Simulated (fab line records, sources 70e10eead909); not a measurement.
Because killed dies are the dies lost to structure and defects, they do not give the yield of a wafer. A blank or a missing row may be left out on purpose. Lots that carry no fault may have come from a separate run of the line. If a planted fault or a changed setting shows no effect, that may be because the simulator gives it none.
fab line records	flow nandHarc
record lots=6	wafers=18	lastDay=23
route steps=1159 shown A_CONTACT@891 END@1159
lots that met no fault: from a run of the same line without faults
startH: hours from the record's first day to the start of the lot's first wafer shown	waitH: hours elapsed since this lot's preceding step	" repeats the value in the row above	L1.1+2: a single row standing in for several wafers	- no value, or no start given	* or withheld: withheld	< > ~ a bound
route shown NAME@n: names a module that has steps shown in the file, with the first one's number in the route	usual: mean/standard deviation of fault-free wafers	same: alike in all rows	chamber/n: place in a boat	sites: readings site by site	_std_site: the values' standard deviation	_edge_site: inner sites' mean taken away from outer sites' mean	radiusMm: for every site, how far away it sits from the centre of the wafer	mask NAME#n: copy n	behind: the last tool/chamber to shape the wafer	hold: the reason the lot was held/the length of the hold in hours/how it ended	device: the transistor (n, p or np) that didn't switch	end of line: at the end of the route, the tests of the same wafers	a step with no rows: only its recipe	killed: dies lost to structure and defects at the first sort, not the wafer's yield	map: a wafer's dies, marking killed ones x, the rest . and places with no die _
set.NAME: the run value of the setting; set.NAME@STEP: its run value at that earlier step	model.NAME: the simulator's own value behind a step, which no gauge read
certain route steps with their lots: each step a table, each wafer a row
services: a tool's chamber out of use, with start hour (startH, from the record's first day; less than 0 if before it), hours out, and reason
## steps
# step NHARC_A_CONTACT_SOFTBAKE_64
# recipe tempC=105	timeS=55
# step NHARC_A_CONTACT_EBR_65
# step NHARC_A_CONTACT_EXPOSE_66
# recipe na=1.35	sigmaOuter=0.8	doseMj=59.02	maskId=A_CC_2
# step NHARC_A_CONTACT_PEB_67
# recipe pebTempC=100	pebTimeS=65
# step NHARC_A_CONTACT_DEVELOP_68
# recipe developTimeS=35	devTempC=23
# step NHARC_A_CONTACT_CD_MEAS_69
# recipe targetCdNm=200	landingEnergyEv=500
# usual cdNm=199.9/0.81
lot.wafer	tool	chamber	startH	waitH	cdNm
L208.3	cdSem-01	0	369.92	-	199.2
L208.4	"	0	"	"	200.1
L208.6	"	0	"	"	200.2
L210.1	cdSem-02	0	399.75	-	200.0
L210.3	"	0	"	"	198.2
L210.6	"	0	"	"	199.3
L214.1	cdSem-02	0	414.11	-	201.1
L214.3	"	0	"	"	199.5
L214.5	"	0	"	"	198.9
L216.2	cdSem-03	0	428.99	-	199.4
L216.4	"	0	"	"	198.8
L216.6	"	0	"	"	199.6
L219.2	cdSem-01	0	438.91	-	200.6
L219.3	"	0	"	"	199.5
L219.6	"	0	"	"	200.2
L230.1	cdSem-03	0	500.36	-	200.2
L230.3	"	0	"	"	200.0
L230.6	"	0	"	"	200.2
# step NHARC_A_CONTACT_OVL_MEAS_70
# usual overlayXNm=-0.1/0.92	overlayYNm=0.0/0.91
lot.wafer	tool	chamber	startH	waitH	overlayXNm	overlayYNm
L208.3	overlay-01	-	370.01	-	-1.8	0.5
L208.4	"	-	"	"	-1.7	1.1
L208.6	"	-	"	"	-1.6	0.7
L210.1	overlay-02	-	399.84	-	-1.4	-0.1
L210.3	"	-	"	"	-1.3	-0.2
L210.6	"	-	"	"	-0.9	-0.5
L214.1	overlay-02	-	414.20	-	-0.1	-0.7
L214.3	"	-	"	"	-0.5	-0.4
L214.5	"	-	"	"	-0.1	-0.4
L216.2	overlay-02	-	429.07	-	-0.6	1.4
L216.4	"	-	"	"	0.2	0.7
L216.6	"	-	"	"	-0.2	1.3
L219.2	overlay-01	-	439.00	-	-1.1	-0.9
L219.3	"	-	"	"	-0.7	-0.5
L219.6	"	-	"	"	-0.2	-0.9
L230.1	overlay-01	-	500.45	-	0.1	0.2
L230.3	"	-	"	"	-0.5	0.5
L230.6	"	-	"	"	0.0	0.4
# step NHARC_A_CONTACT_INSPECT_71
# usual rawDefectCount=28/14
lot.wafer	tool	chamber	startH	waitH	rawDefectCount
L208.3	defectInspect-01	-	370.04	0.0	17
L208.4	"	-	"	"	13
L208.6	"	-	"	"	23
L210.1	defectInspect-01	-	399.88	0.0	27
L210.3	"	-	"	"	14
L210.6	"	-	"	"	10
L214.1	defectInspect-01	-	414.24	0.0	34
L214.3	"	-	"	"	31
L214.5	"	-	"	"	46
L216.2	defectInspect-02	-	429.11	0.0	27
L216.4	"	-	"	"	28
L216.6	"	-	"	"	26
L219.2	defectInspect-02	-	439.04	0.0	11
L219.3	"	-	"	"	8
L219.6	"	-	"	"	15
L230.1	defectInspect-02	-	500.49	0.0	30
L230.3	"	-	"	"	32
L230.6	"	-	"	"	32
# step NHARC_A_CONTACT_DESCUM_74
# recipe timeS=3	o2FlowSccm=200	arFlowSccm=0	biasPowerW=0	chemistry=O2
# usual drypumpMotorCurrentA=5.9/0.4	oesProductAu=1.003/0.013	rfVppV=57.7/0.95	showerheadPlenumPTorr=1.91/0.1	throttleValvePct=11.312/0.0092
lot.wafer	tool	chamber	startH	waitH	drypumpMotorCurrentA	oesProductAu	rfHoursCounterH	rfVppV	showerheadPlenumPTorr	throttleValvePct
L208.3	rieDiel-03	1	370.12	0.1	6.0	1.004	27	56.3	1.79	11.301
L208.4	"	2	"	"	5.5	1.005	29	58.8	2.01	11.319
L208.6	"	0	"	"	5.9	1.002	-	58.2	1.90	11.297
L210.3	rieDiel-12	2	401.01	1.1	5.3	1.016	6	56.9	1.80	11.319
L210.1	"	3	"	"	5.5	0.998	6	58.1	1.97	11.298
L210.6	"	2	"	"	5.3	1.018	-	57.6	1.80	11.313
L214.3	rieDiel-11	2	414.31	0.1	6.1	1.009	12	58.3	2.05	11.298
L214.1	"	0	"	"	5.8	0.980	13	56.1	1.81	11.316
L214.5	"	1	"	"	5.7	1.016	-	58.4	2.03	11.301
L216.4	rieDiel-11	1	429.19	0.1	5.7	1.010	15	58.9	2.03	11.296
L216.2	"	2	"	"	6.1	1.002	16	58.9	2.05	11.313
L216.6	"	0	"	"	5.7	0.968	-	57.1	1.80	11.310
L219.2	rieDiel-11	0	439.10	0.1	5.8	0.988	23	58.0	1.80	11.310
L219.3	"	1	"	"	5.7	1.022	20	57.6	2.03	11.312
L219.6	"	0	"	"	5.8	0.980	-	57.0	1.80	11.314
L230.1	rieDiel-12	2	500.55	0.1	5.3	1.008	39	56.3	1.79	11.318
L230.3	"	1	"	"	5.9	0.996	36	57.3	2.04	11.310
L230.6	"	3	"	"	5.6	1.015	-	57.4	1.95	11.309
# step NHARC_A_CONTACT_ETCH_75
# recipe targetDepthA=390	overEtchFrac=0.3	timeS=65	ionEnergyEv=80	cf4FlowSccm=150	arFlowSccm=0	rfW=300	biasW=100	chemistry=CF4
# step NHARC_A_CONTACT_ETCH_76
# recipe targetDepthA=2600	overEtchFrac=0.3	timeS=475.3	ionEnergyEv=200	n2FlowSccm=150	h2FlowSccm=150	arFlowSccm=0	rfW=400	biasW=150	chemistry=N2/H2
# usual biasW=150.1/0.46	drypumpMotorCurrentA=5.9/0.4	oesProductAu=1.003/0.012	rfVppV=430/3.2	showerheadPlenumPTorr=2.04/0.11	throttleValvePct=14.172/0.0089
# same overEtchFrac=0.3
lot.wafer	tool	chamber	startH	waitH	biasW	drypumpMotorCurrentA	oesProductAu	rfHoursCounterH	rfVppV	showerheadPlenumPTorr	throttleValvePct
L208.3	rieDiel-03	0	-	-	150.8	5.9	1.005	27	431	2.02	14.158
L208.4	"	1	"	"	150.0	6.0	1.018	27	427	1.90	14.170
L208.6	"	2	"	"	150.4	5.6	1.003	-	434	2.15	14.182
L210.1	rieDiel-12	2	-	-	149.4	5.3	1.013	6	428	1.91	14.171
L210.3	"	0	"	"	150.2	6.1	0.980	8	433	2.11	14.170
L210.6	"	2	"	"	149.7	5.3	1.018	-	426	1.91	14.161
L214.1	rieDiel-11	2	-	-	150.5	6.1	1.002	12	435	2.19	14.184
L214.3	"	0	"	"	149.3	5.8	0.983	13	429	1.92	14.193
L214.5	"	1	"	"	150.1	5.6	1.000	-	434	2.17	14.172
L216.4	rieDiel-11	2	-	-	150.1	6.1	0.999	17	435	2.19	14.195
L216.2	"	3	"	"	149.8	6.7	1.003	17	425	1.89	14.172
L216.6	"	3	"	"	150.1	6.7	1.009	-	424	1.89	14.169
L219.3	rieDiel-11	0	-	-	150.0	5.7	0.991	23	429	1.92	14.174
L219.2	"	2	"	"	150.1	6.1	1.012	21	435	2.19	14.154
L219.6	"	3	"	"	150.3	6.6	1.025	-	428	1.89	14.160
L230.1	rieDiel-12	2	-	-	150.4	5.3	1.011	39	427	1.90	14.168
L230.3	"	3	"	"	150.2	5.5	1.019	37	432	2.09	14.172
L230.6	"	2	"	"	150.6	5.3	1.006	-	429	1.90	14.173
# step NHARC_A_CONTACT_ETCH_77
# recipe targetDepthA=726	timeS=36.3	cf4FlowSccm=100	chf3FlowSccm=30	arFlowSccm=0	rfW=500	biasW=200	chemistry=CF4/CHF3
# step NHARC_A_CONTACT_ETCH_78
# recipe targetDepthA=28000	overEtchFrac=0.3	timeS=728	ionEnergyEv=150	o2FlowSccm=400	cosFlowSccm=20	arFlowSccm=0	rfW=500	biasW=300	chemistry=O2/COS
# usual biasW=300.1/0.83	drypumpMotorCurrentA=6.0/0.39	oesProductAu=1.002/0.013	rfVppV=314.0/2.6	showerheadPlenumPTorr=3.12/0.16	throttleValvePct=28.331/0.0096
# same overEtchFrac=0.3
lot.wafer	tool	chamber	startH	waitH	biasW	drypumpMotorCurrentA	oesProductAu	rfHoursCounterH	rfVppV	showerheadPlenumPTorr	throttleValvePct
L208.3	rieDiel-03	1	370.71	-	302.2	6.0	1.020	27	310.8	2.93	28.336
L208.4	"	0	"	"	300.2	5.9	1.007	27	313.9	3.10	28.334
L208.6	"	1	"	"	300.5	6.1	1.017	-	311.1	2.93	28.339
L210.3	rieDiel-12	1	402.43	-	300.5	5.9	0.988	8	317.3	3.34	28.341
L210.1	"	0	"	"	299.9	6.1	0.982	8	315.1	3.22	28.337
L210.6	"	1	"	"	299.0	5.9	0.994	-	315.6	3.34	28.311
L214.1	rieDiel-11	1	414.90	-	300.0	5.7	1.017	12	318.7	3.31	28.344
L214.3	"	2	"	"	299.3	6.1	1.002	13	318.1	3.33	28.347
L214.5	"	2	"	"	297.9	6.1	1.002	-	316.8	3.33	28.343
L216.2	rieDiel-11	1	429.95	-	299.6	5.7	1.021	16	317.8	3.30	28.330
L216.4	"	3	"	"	299.1	6.6	1.006	17	310.7	2.92	28.330
L216.6	"	0	"	"	300.4	5.8	0.981	-	311.6	2.95	28.333
L219.3	rieDiel-11	0	439.70	-	299.2	5.7	0.978	23	310.2	2.95	28.343
L219.2	"	1	"	"	300.0	5.6	1.027	20	318.1	3.30	28.328
L219.6	"	0	"	"	299.8	5.7	0.978	-	312.7	2.95	28.335
L230.3	rieDiel-12	1	501.20	-	301.1	5.9	0.998	36	317.2	3.32	28.340
L230.1	"	2	"	"	300.1	5.4	1.001	40	310.9	2.93	28.322
L230.6	"	0	"	"	301.3	6.1	1.010	-	315.1	3.21	28.346
# step NHARC_A_CONTACT_ETCH_124
# recipe sourceW=withheld	pressureMtorr=20	biasV=withheld	timeS=140	targetDepthA=7000	arFlowSccm=withheld	c4f8FlowSccm=withheld	o2FlowSccm=withheld	chemistry=C4F8/O2/Ar
# step NHARC_A_CONTACT_ETCH_125
# recipe sourceW=withheld	pressureMtorr=20	biasV=1200	timeS=155	targetDepthA=9560	arFlowSccm=withheld	c4f8FlowSccm=withheld	o2FlowSccm=withheld	chemistry=C4F8/O2/Ar
lot.wafer	tool	chamber	startH	waitH	rfHoursCounterH
L208.4	harCapEtch-01	0	371.49	0.1	-
L208.3	"	1	"	"	-
L208.6	"	1	"	"	-
L210.1	harCapEtch-03	0	403.16	0.2	82
L210.3	"	0	"	"	-
L210.6	"	0	"	"	-
L214.1	harCapEtch-01	0	415.62	0.2	66
L214.3	"	0	"	"	-
L214.5	"	1	"	"	-
L216.2	harCapEtch-01	0	430.65	0.2	68
L216.4	"	1	"	"	-
L216.6	"	1	"	"	-
L219.2	harCapEtch-03	1	440.43	0.2	90
L219.3	"	1	"	"	-
L219.6	"	1	"	"	-
L230.1	harCapEtch-02	1	501.88	0.2	31
L230.3	"	0	"	"	-
L230.6	"	1	"	"	-
# step NHARC_A_CONTACT_ETCH_126
# recipe sourceW=withheld	pressureMtorr=20	biasV=1200	timeS=155	targetDepthA=9560	arFlowSccm=withheld	c4f8FlowSccm=withheld	o2FlowSccm=withheld	chemistry=C4F8/O2/Ar
lot.wafer	tool	chamber	startH	waitH	rfHoursCounterH
L208.4	harCapEtch-01	0	371.64	0.1	-
L208.3	"	1	"	"	-
L208.6	"	1	"	"	-
L210.1	harCapEtch-03	0	403.31	0.1	82
L210.3	"	0	"	"	-
L210.6	"	0	"	"	-
L214.1	harCapEtch-01	0	415.77	0.1	66
L214.3	"	0	"	"	-
L214.5	"	1	"	"	-
L216.2	harCapEtch-01	0	430.80	0.1	69
L216.4	"	1	"	"	-
L216.6	"	1	"	"	-
L219.2	harCapEtch-03	1	440.57	0.1	90
L219.3	"	1	"	"	-
L219.6	"	1	"	"	-
L230.1	harCapEtch-02	1	502.02	0.1	32
L230.3	"	0	"	"	-
L230.6	"	1	"	"	-
# step NHARC_A_CONTACT_ETCH_127
# recipe sourceW=withheld	pressureMtorr=20	biasV=1200	timeS=155	targetDepthA=9560	arFlowSccm=withheld	c4f8FlowSccm=withheld	o2FlowSccm=withheld	chemistry=C4F8/O2/Ar
# step NHARC_A_CONTACT_ETCH_128
# recipe sourceW=withheld	pressureMtorr=20	biasV=1200	timeS=155	targetDepthA=9560	arFlowSccm=withheld	c4f8FlowSccm=withheld	o2FlowSccm=withheld	chemistry=C4F8/O2/Ar
# step NHARC_A_CONTACT_ETCH_129
# recipe sourceW=withheld	pressureMtorr=20	biasV=1200	timeS=155	targetDepthA=9560	arFlowSccm=withheld	c4f8FlowSccm=withheld	o2FlowSccm=withheld	chemistry=C4F8/O2/Ar
# step NHARC_A_CONTACT_ETCH_130
# recipe sourceW=withheld	pressureMtorr=20	biasV=1200	timeS=155	targetDepthA=9560	arFlowSccm=withheld	c4f8FlowSccm=withheld	o2FlowSccm=withheld	chemistry=C4F8/O2/Ar
# step NHARC_A_CONTACT_ETCH_131
# recipe sourceW=withheld	pressureMtorr=20	biasV=1200	timeS=155	targetDepthA=9560	arFlowSccm=withheld	c4f8FlowSccm=withheld	o2FlowSccm=withheld	chemistry=C4F8/O2/Ar
# step NHARC_A_CONTACT_ETCH_132
# recipe sourceW=withheld	pressureMtorr=20	biasV=1200	timeS=156	targetDepthA=9580	arFlowSccm=withheld	c4f8FlowSccm=withheld	o2FlowSccm=withheld	chemistry=C4F8/O2/Ar
lot.wafer	tool	chamber	startH	waitH	rfHoursCounterH
L208.4	harCapEtch-01	0	372.49	0.1	-
L208.3	"	1	"	"	-
L208.6	"	1	"	"	-
L210.1	harCapEtch-03	0	404.16	0.1	83
L210.3	"	0	"	"	-
L210.6	"	0	"	"	-
L214.1	harCapEtch-01	0	416.62	0.1	67
L214.3	"	0	"	"	-
L214.5	"	1	"	"	-
L216.2	harCapEtch-01	0	431.65	0.1	69
L216.4	"	1	"	"	-
L216.6	"	1	"	"	-
L219.2	harCapEtch-03	1	441.42	0.1	91
L219.3	"	1	"	"	-
L219.6	"	1	"	"	-
L230.1	harCapEtch-02	1	502.87	0.1	32
L230.3	"	0	"	"	-
L230.6	"	1	"	"	-
# step NHARC_A_CONTACT_ETCH_133
# recipe sourceW=withheld	pressureMtorr=20	biasV=400	timeS=195	targetDepthA=8400	arFlowSccm=withheld	c4f8FlowSccm=11.5	o2FlowSccm=7.2	chemistry=C4F8/O2/Ar
# step NHARC_A_CONTACT_ETCH_91
# recipe targetDepthA=400	overEtchFrac=0.5	timeS=85.7	ionEnergyEv=120	ch3fFlowSccm=50	o2FlowSccm=30	arFlowSccm=200	rfW=500	biasW=100	chemistry=CH3F/O2
# step NHARC_A_CONTACT_ETCH_97
# recipe targetDepthA=200	overEtchFrac=0.5	timeS=10	ionEnergyEv=250	c4f6FlowSccm=25	o2FlowSccm=20	arFlowSccm=500	rfW=600	biasW=500	chemistry=C4F6/O2
# step NHARC_A_CONTACT_CD_MEAS_80
# usual cdNm=189.4/1
lot.wafer	tool	chamber	startH	waitH	cdNm
L208.3	cdSem-01	-	373.38	-	189.4
L208.4	"	-	"	"	188.8
L208.6	"	-	"	"	189.5
L210.1	cdSem-02	-	405.24	-	189.2
L210.3	"	-	"	"	190.3
L210.6	"	-	"	"	189.8
L214.1	cdSem-03	-	417.55	-	190.4
L214.3	"	-	"	"	189.8
L214.5	"	-	"	"	189.9
L216.2	cdSem-02	-	432.58	-	186.0
L216.4	"	-	"	"	186.5
L216.6	"	-	"	"	187.3
L219.2	cdSem-01	-	442.35	-	190.4
L219.3	"	-	"	"	189.3
L219.6	"	-	"	"	189.1
L230.1	cdSem-03	-	503.79	-	188.1
L230.3	"	-	"	"	189.3
L230.6	"	-	"	"	188.4
# step NHARC_A_CONTACT_STRIP_103
# recipe n2FlowSccm=150	h2FlowSccm=150	arFlowSccm=0	biasW=0	chemistry=N2/H2
# step NHARC_A_CONTACT_STRIP_104
# recipe cf4FlowSccm=100	chf3FlowSccm=30	arFlowSccm=0	biasW=0	chemistry=CF4/CHF3
# step NHARC_A_CONTACT_STRIP_105
# recipe o2FlowSccm=400	cosFlowSccm=20	arFlowSccm=0	biasW=0	chemistry=O2/COS
# step NHARC_A_CONTACT_ETCH_106
# recipe targetDepthA=600	overetchA=60	timeS=33	ionEnergyEv=100	cf4FlowSccm=80	o2FlowSccm=20	arFlowSccm=0	rfW=300	biasW=100	chemistry=CF4/O2
# step NHARC_A_CONTACT_STRIP_82
# recipe o2FlowSccm=500	arFlowSccm=0	biasW=0	chemistry=O2
# step NHARC_A_CONTACT_STRIP_83
# recipe timeS=600	tempC=30	chemistry=postEtchResidueRemover
# step NHARC_A_CONTACT_DEP_84
# recipe targetThkA=20000	tempC=400	material=aC
# step NHARC_A_CONTACT_DEP_85
# recipe targetThkA=500	targetThkNm=50	tempC=400	pressureTorr=3.5	flowSccm=200	rfW=350	material=SiON
# step NHARC_A_CONTACT_DEHYDRATE_00
# recipe tempC=150	timeS=120
# step NHARC_A_CONTACT_HMDS_01
# recipe timeS=30
# step NHARC_A_CONTACT_COAT_86
# recipe tempC=260	timeS=75
# step NHARC_A_CONTACT_COAT_87
# recipe tempC=225	timeS=65
# step NHARC_A_CONTACT_COAT_02
# recipe spinRpm=1500	resistThkNm=90
# step NHARC_A_CONTACT_SOFTBAKE_03
# recipe tempC=105	timeS=55
# step NHARC_A_CONTACT_EBR_04
# step NHARC_A_CONTACT_EXPOSE_05
# recipe na=1.35	sigmaOuter=0.8	doseMj=84.24	maskId=A_CC
# step NHARC_END_SORT_01
# recipe tempC=25
# usual killedAtArray=25/10	killedAtOther=0.6/0.91	killedAtPeriphery=3.6/2.9	killedDies=29/10	killedOpen=3.3/2	killedShort=1.9/1.5
# same grossDies=677
lot.wafer	tool	chamber	startH	waitH	killedAtArray	killedAtOther	killedAtPeriphery	killedDies	killedOpen	killedShort
L216.6	prober-02	0	495.64	4.0	94	0	1	95	3	2
L219.3	prober-01	0	508.88	3.1	95	1	5	101	1	1
L219.6	prober-01	0	511.29	4.0	93	3	0	96	3	3
# killed by level:class
L216.6 A_CONTACT:unspecified=74 A_SLIT:chamberFilmFlake=7 A_CONTACT:chamberFilmFlake=6 A_STAIRCASE:chamberFilmFlake=2 P_M1:geometricParticle:short=1 A_WL_FILL:geometricParticle:open=1 A_CONTACT:geometricParticle:open=1 A_M0:geometricParticle:open=1
L219.3 A_CONTACT:unspecified=86 A_STAIRCASE:chamberFilmFlake=3 P_GATE:chamberFilmFlake=2 P_M1:chamberFilmFlake=2 A_CONTACT:chamberFilmFlake=2 A_WL_FILL:geometricParticle:short=1 A_CONTACT:geometricParticle:open=1 P_STI:chamberFilmFlake=1
L219.6 A_CONTACT:unspecified=79 A_STAIRCASE:chamberFilmFlake=3 A_WL_FILL:chamberFilmFlake=3 THIN_TSV:chamberFilmFlake=3 A_CHANNEL_FILL_D1:geometricParticle:open=2 A_WL_FILL:geometricParticle:short=2 A_CONTACT:geometricParticle:open=1 A_CONTACT:geometricParticle:short=1
# map L216.6 (x killed, . not)
____________.____________
_________......._________
_______..........._______
______.............______
_____..............._____
____.................____
____.....x...........____
___...................___
___...............x...___
__...........x.........__
__..x..x..x............__
_...........x..........._
_.x......x.............._
_.x.x..xx..............._
_xxx...................._
_..xxxx................._
xxxxxxx............xx....
xxxxxx...................
xxxxxxx...............x..
xxxxxxx..................
xxxxxxxx.................
_xxxxxxxx..........x...._
_xxxxx.................._
_xxxxxx................._
_xxxxxxx................_
_xxxxxx................._
__.x.x.................__
__x....................__
___...................___
___...................___
____.................____
____..........x......____
_____..............._____
______.............______
_______..........._______
_________......._________
____________.____________
# map L219.3 (x killed, . not)
____________.____________
_________......._________
_______..........._______
______...........x.______
_____..............._____
____.................____
____.........x.......____
___...................___
___...................___
__............x........__
__.....................__
_.x....................._
_......................._
_.x.xx..x..............._
_xxx.x.x.x..........x..._
_xxxxxx..........x......_
..xxxx..x.......x........
xxxxxxx..................
xxxxxxxx.................
xxxxxxxx.................
xxxxxxxx.................
_xxxxxxxxx.............._
_xxxxxxx................_
_xxxxxxx................_
_xxxxxx................._
_xxxxxx................._
__xxxx.................__
__.x...................__
___.x.................___
___...................___
____.................____
____.................____
_____..............._____
______.............______
_______.......x..._______
_________......._________
____________.____________
## services
tool	chamber	startH	hours	kind
rieDiel-11	-	366.55	9.0	pm
rieDiel-11	0	366.55	9.0	ventCycle
rieDiel-11	1	366.55	9.0	ventCycle
rieDiel-11	2	366.55	9.0	ventCycle
rieDiel-11	3	366.55	9.0	ventCycle
rieDiel-11	0	375.55	-	clean
rieDiel-11	1	375.55	-	clean
rieDiel-11	2	375.55	-	clean
rieDiel-11	3	375.55	-	clean
rieDiel-12	-	379.53	9.0	pm
rieDiel-11	1	383.84	2.7	repair
rieDiel-03	-	392.30	9.0	pm
rieDiel-11	0	400.98	-	clean
rieDiel-11	1	400.98	-	clean
rieDiel-11	2	400.98	-	clean
rieDiel-11	3	400.98	-	clean
rieDiel-12	0	411.76	5.7	repair
rieDiel-11	0	425.48	-	clean
rieDiel-11	1	425.48	-	clean
rieDiel-11	2	425.48	-	clean
rieDiel-11	3	425.48	-	clean
harCapEtch-01	-	460.12	0.6	repair
rieDiel-11	2	465.19	1.2	repair
rieDiel-03	3	487.54	6.7	repair
## key
firstSign step=NHARC_END_SORT_01	reading=killedDies	direction=up	sigmas=6.6	usual=29	struck=97
effect step=NHARC_END_SORT_01	reading=killedAtArray	direction=up	sigmas=6.6	usual=25	struck=94
moreKillsBornAt NHARC_A_CONTACT_ETCH_78@rieDiel-11=239
metAt NHARC_A_CONTACT_ETCH_78
struckWafers L216.6,L219.3,L219.6
testerLeftOut L216,L219
fault kind=chamberParticleSource	tool=rieDiel-11	chamber=0	onsetH=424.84	steps=NHARC_A_CONTACT_ETCH_78	ratePerVisitCm2=1.3457	endH=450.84
# testerLeftOut: of these lots the tester's yield and bins aren't shown, on N5 and GAA mostly nor the transistor test; their killed dies are dies lost to structure and defects alone, not to doping, threshold or leakage, so they don't give the yield
